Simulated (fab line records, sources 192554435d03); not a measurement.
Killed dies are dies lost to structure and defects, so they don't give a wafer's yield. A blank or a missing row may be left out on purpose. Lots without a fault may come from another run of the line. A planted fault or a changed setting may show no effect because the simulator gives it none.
Chamber matching | flow n5_finfet | N5_BEOL_M5_ETCH_68 on rie_diel-06: 4 sister chambers
The step etches SOC in N2/H2, target depth 80 nm, overetch 16 nm, time 120 s. 4 wafers are shown with their chamber, then 8 later ones without.

WAFERS WITH THEIR CHAMBER
wafer  | chamber | showerhead_plenum_p_Torr (Torr)
L080.4 | 2       | 2.62
L080.5 | 3       | 2.71
L088.5 | 1       | 2.40
L090.2 | 0       | 2.46

WAFERS WITHOUT THEIR CHAMBER
wafer  | showerhead_plenum_p_Torr (Torr)
L090.3 | 2.39
L090.6 | 2.40
L095.1 | 2.61
L095.3 | 2.39
L095.6 | 2.61
L096.1 | 2.39
L096.5 | 2.39
L096.6 | 2.46

WHICH CHAMBER EACH WENT THROUGH
wafer  | from the rows above | in truth
L090.3 | 1                   | 1
L090.6 | 1                   | 1
L095.1 | 2                   | 2
L095.3 | 1                   | 1
L095.6 | 2                   | 2
L096.1 | 1                   | 1
L096.5 | 1                   | 1
L096.6 | 0                   | 0
Placed correctly: 8 of 8. Can't be placed from these rows: 0. Placed wrongly: 0.
How it was worked out, from the rows above alone: a wafer's distance from a chamber is the root of the sum, over the readings, of the square of ((its reading less the chamber's mean) divided by the reading's scatter). The wafer belongs to the nearest chamber; if the next one is less than 2 further off, it can't be placed. A chamber's mean is the mean of its shown wafers. The scatter: with one shown wafer a chamber, the root of the mean of the squares of how far each hidden wafer lies from its nearest shown one.
